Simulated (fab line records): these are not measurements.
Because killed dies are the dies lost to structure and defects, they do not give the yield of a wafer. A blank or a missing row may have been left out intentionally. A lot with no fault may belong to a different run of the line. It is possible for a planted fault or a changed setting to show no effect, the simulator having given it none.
What tool caused it? / flow nand-harc / 18 wafers from 6 lots sampled at 4 of the route's 1302 steps

== WHAT THE GAUGES SHOWED, per wafer ==
NHARC_A_ONON_D2_THK_MEAS_34: measures by ellipsometry.
lot=L916; measured=day 14 20:35; on=film-metro-02; thk-nm (nm)=199 199 200
lot=L918; measured=day 15 17:50; on=film-metro-01; thk-nm (nm)=194 197 201
lot=L922; measured=day 16 18:25; on=film-metro-01; thk-nm (nm)=199 199 201
lot=L927; measured=day 18 18:32; on=film-metro-01; thk-nm (nm)=198 203 203
lot=L931; measured=day 21 03:55; on=film-metro-01; thk-nm (nm)=200 202 206
lot=L935; measured=day 22 01:55; on=film-metro-02; thk-nm (nm)=197 198 204

== TOOL THAT RAN EACH LOT (tool first, then ch and the chambers of the sampled wafers, then the start) ==
lot=L916; NHARC_A_CHANNEL_FILL_D1_ETCHBACK_20=rie-diel-04 ch 1,3, day 11 17:19; NHARC_A_CHANNEL_FILL_D1_CMP_10=cmp-01 ch 0,3, day 12 16:38; NHARC_A_ONON_D2_DEP_33=pecvd-02 ch 0,2, day 14 20:10
lot=L918; NHARC_A_CHANNEL_FILL_D1_ETCHBACK_20=rie-diel-04 ch 1,2,3, day 12 12:56; NHARC_A_CHANNEL_FILL_D1_CMP_10=cmp-01 ch 0,1,2, day 13 12:13; NHARC_A_ONON_D2_DEP_33=pecvd-02 ch 0,1,2, day 15 17:25
lot=L922; NHARC_A_CHANNEL_FILL_D1_ETCHBACK_20=rie-diel-13 ch 2,3, day 13 18:18; NHARC_A_CHANNEL_FILL_D1_CMP_10=cmp-01 ch 0,1,2, day 14 17:35; NHARC_A_ONON_D2_DEP_33=pecvd-02 ch 0,2, day 16 18:02
lot=L927; NHARC_A_CHANNEL_FILL_D1_ETCHBACK_20=rie-diel-08 ch 1,2,3, day 15 19:31; NHARC_A_CHANNEL_FILL_D1_CMP_10=cmp-01 ch 0,2,3, day 16 18:29; NHARC_A_ONON_D2_DEP_33=pecvd-04 ch 0,2, day 18 17:59
lot=L931; NHARC_A_CHANNEL_FILL_D1_ETCHBACK_20=rie-diel-13 ch 0,3, day 18 02:31; NHARC_A_CHANNEL_FILL_D1_CMP_10=cmp-01 ch 1,2,3, day 19 01:41; NHARC_A_ONON_D2_DEP_33=pecvd-04 ch 0,2, day 21 03:36
lot=L935; NHARC_A_CHANNEL_FILL_D1_ETCHBACK_20=rie-diel-08 ch 2,3, day 19 00:47; NHARC_A_CHANNEL_FILL_D1_CMP_10=cmp-01 ch 0,2, day 20 01:41; NHARC_A_ONON_D2_DEP_33=pecvd-04 ch 1,2, day 22 01:33
- NHARC_A_CHANNEL_FILL_D1_ETCHBACK_20: etches the open film in C4F8/O2/Ar, target depth 27 nm, time 13.5 s.
- NHARC_A_CHANNEL_FILL_D1_CMP_10: polishes, target thk 150 nm.
- NHARC_A_ONON_D2_DEP_33: deposits SiO2, target thk 200 nm.

== THE ANSWER, worked out from the rows above alone ==
Rule: the lots themselves supply what counts as usual. The widest of any qualifying gaps counts: lots, ordered by their means at a reading, are off when they make up no more than a third of the lots, leave a main group of 4 or more, and stand apart from it by 3 or more times the standard deviation of that group's means. A main group whose means are all the same, to the digits that the tables above print for the reading, isn't used. A lot without any number at a reading at which 4 lots or more have one is off too. All remaining lots with rows at the step are treated as sound.
Across all readings shown, no lot is off: no conclusion can be drawn from this.

== WHAT HAD BEEN PUT IN BY THE SIMULATOR ==
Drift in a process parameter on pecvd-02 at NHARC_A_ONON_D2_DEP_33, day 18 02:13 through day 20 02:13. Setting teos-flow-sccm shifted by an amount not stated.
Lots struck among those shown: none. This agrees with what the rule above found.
